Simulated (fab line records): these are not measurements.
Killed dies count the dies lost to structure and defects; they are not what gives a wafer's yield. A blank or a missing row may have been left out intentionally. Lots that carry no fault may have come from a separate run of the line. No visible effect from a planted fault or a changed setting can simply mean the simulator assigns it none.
Comparing a struck lot with a sound one || flow n5 finfet || 36 out of 1938 route steps
Sound: these wafers, L420.2, L420.3, L420.6. Struck: wafer L433.2; the same lot's L433.5 was not struck, so it is left out; see the end for the cause.
At each step with rows: each side's tool, then ch and its chambers, then its first start. Under that, the readings that differ: sound wafers || struck wafers || difference of the means || sigmas: that difference in standard deviations of wafers without a fault.
alike: a reading whose means differ by less than 2 such deviations, as well as words and numbers matching on both sides. not compared: withheld readings; readings where some wafer has no value; bounds like >300 that might hide an equal value; numbers whose values overlap and for which the record gives no deviation.
A row with sigmas, a row that says differs or no value, or rows on one side alone: a step with any of these is where the two part. Numbers that don't overlap but have no deviation are shown without sigmas and don't part them. A reading that every wafer of one side lacks parts them only if that side has two wafers or more.

first, 9 steps without rows for these wafers: N5_FIN_SAQP_PRECLEAN_42 (cleans in O3/DIW, time 60 s); N5_FIN_SAQP_PRECLEAN_00 (cleans in SC1, time 60 s); N5_FIN_SAQP_PRECLEAN_44 (cleans in SC2, time 45 s); N5_FIN_SAQP_SRD_01 (time 30 s); N5_FIN_SAQP_ALD_61 (deposits SiO2, target thk 4 nm, pulse time 1 s, purge time 2 s); N5_FIN_SAQP_DENSIFY_62 (time 60 s); N5_FIN_SAQP_HM_DEP_03 (deposits SiNx from SiH4/NH3/N2, target thk 38 nm, time 33.6 s); N5_FIN_SAQP_PECVD_47 (deposits a-Si from SiH4/He, target thk 45 nm, time 36.3 s); N5_FIN_SAQP_PECVD_48 (deposits SiNx from SiH4/NH3/N2, target thk 25 nm, time 22.1 s).
N5_FIN_SAQP_PECVD_06: deposits a-Si from SiH4/He, target thk 60 nm, time 48.1 s.
  sound on pecvd-02 ch 1,2, day 3 15:30; struck on pecvd-02 ch 0, day 6 22:19
{"reading": "throttle valve pct (%)", "sound": "18.1 17.1 17.7", "struck": 19.4, "difference": "+1.8", "sigmas": "+2"}
{"reading": "model.a-Si_of_FIN_SAQP_PECVD_06.thk nm (nm)", "sound": "58.76 59.11 60.22", "struck": 75.09, "difference": "+15.73", "sigmas": ""}
  alike: heater power w, showerhead plenum p Torr, showerhead vpp V
N5_FIN_SAQP_THK_MEAS_07:
  struck on film metro-01, day 6 22:25; sound on film metro-01, day 3 15:35
{"reading": "thk nm (nm)", "sound": "58.7 59.0 60.3", "struck": 75.1, "difference": "+15.8", "sigmas": "+17"}
then, 15 steps without rows for these wafers: N5_FIN_SAQP_HM_DEP_72 (deposits SiO2 from SiH4/N2O, target thk 12 nm, time 7.2 s); N5_FIN_SAQP_COAT_49 (time 60 s, resist thk 100 nm); N5_FIN_SAQP_COAT_50 (time 60 s, resist thk 35 nm); N5_FIN_SAQP_COAT_10 (resist thk 90 nm); N5_FIN_SAQP_EBR_12; N5_FIN_SAQP_SOFTBAKE_11 (time 60 s); N5_FIN_SAQP_EXPOSE_13 (exposes mask FIN CORE, target cd 35.6 nm); N5_FIN_SAQP_PEB_14 (peb time 60 s); N5_FIN_SAQP_DEVELOP_15 (develop time 30 s); N5_FIN_SAQP_DESCUM_21 (chemistry O2, time 7.9 s); N5_FIN_SAQP_ETCH_51 (etches SiARC in CF4, target depth 45.5 nm, time 75.8 s); N5_FIN_SAQP_ETCH_52 (etches SOC in N2/H2, target depth 100 nm, overetch 20 nm, time 150 s); N5_FIN_SAQP_STRIP_53 (strips in N2/H2); N5_FIN_SAQP_HM_OPEN_73 (chemistry CHF3/O2, target SiO2, stops on a-Si, target depth 12 nm, time 16.8 s); N5_FIN_SAQP_STRIP_74 (strips in CHF3/O2).
N5_FIN_SAQP_MANDREL_ETCH_22: etches a-Si in HBr/Cl2, stops on SiNx, target depth 60 nm, bt time 10 s, time 30 s.
  sound on rie si-02 ch 2,3, day 3 16:44; struck on rie si-05 ch 3, day 6 23:16
{"reading": "oes product au (a.u.)", "sound": "0.752 0.759 0.756", "struck": 0.900, "difference": "+0.144", "sigmas": "+11"}
{"reading": "model.etch.depth nm (nm)", "sound": "58.76 59.01 60.15", "struck": 75.09, "difference": "+15.78", "sigmas": ""}
  alike: drypump motor current A, throttle valve pct
  not compared: rf hours counter h
then, 5 steps without rows for these wafers: N5_FIN_SAQP_STRIP_55 (strips in N2/H2); N5_FIN_SAQP_STRIP_23 (strips in SPM, time 750 s); N5_FIN_SAQP_SRD_66 (time 30 s); N5_FIN_SAQP_RECESS_75 (chemistry HF/NH3, target SiO2, target depth 14.4 nm, afs cycles 3, sublimation time 60 s); N5_FIN_SAQP_SPACER1_ALD_24 (deposits SiO2, target thk 20.3 nm, pulse time 1 s, purge time 2 s).
N5_FIN_SAQP_SPACER1_ETCHBACK_25: etches SiO2 in CHF3/O2, target depth 24.4 nm, time 12.2 s.
  sound on rie diel-03 ch 0,3, day 3 19:38; struck on rie diel-04 ch 0, day 7 00:55
{"reading": "model.a-Si_of_FIN_SAQP_PECVD_06.thk nm (nm)", "sound": "57.8 58 59.2", "struck": 74.2, "difference": "+15.9", "sigmas": ""}
  alike: CHF3_flow_sccm, drypump motor current A, oes_o_777_au, oes product au, rf vpp V, showerhead plenum p Torr, throttle valve pct
  not compared: rf hours counter h
then, 1 step without rows for these wafers: N5_FIN_SAQP_MANDREL1_REMOVE_56 (chemistry HBr/Cl2/O2, target a-Si, stops on SiNx, bt time 10 s).
-- a jump in the record: the struck wafers' starts before and after are 6 days apart (it breaks off in module FIN_SAQP and resumes in module BEOL_M4, where the first step shown is number 1111 of the route) --
N5_BEOL_M4_RC_MEAS_101:
  sound on prober-01 ch 0, day 10 09:52; struck on prober-02 ch 0, day 13 09:29
  alike: DIBL_N, DIBL_P, IOFF_N, IOFF_P, ION_N, ION_P, SS_N, SS_P, VT_N, VT_P
-- record jumps: 5 days separate the struck wafers' starts on either side; left off in module BEOL_M4, taken up again in module PASSIVATION, whose first shown step is the route's number 1936 --
N5_PASSIVATION_PROBE_49:
  struck on prober-01, day 18 03:04; sound on prober-02, day 14 15:53
{"reading": "killed_at_M4_up", "sound": "6 9 13", "struck": 24, "difference": "+15", "sigmas": "+3"}
  alike: defect limited yield, killed_at_M0_to_M3, killed at contacts, killed at front end, killed at other, killed dies, killed open, killed short, sort_bin_5_function, sort_bin_6_memory, sort n pass, sort yield pct

## WHERE THEY PART
First at N5_FIN_SAQP_PECVD_06; last, within this record, at N5_PASSIVATION_PROBE_49.

WHY: whatever the simulator had introduced
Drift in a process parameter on pecvd-02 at N5_FIN_SAQP_PECVD_06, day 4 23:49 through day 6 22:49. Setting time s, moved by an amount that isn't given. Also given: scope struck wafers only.
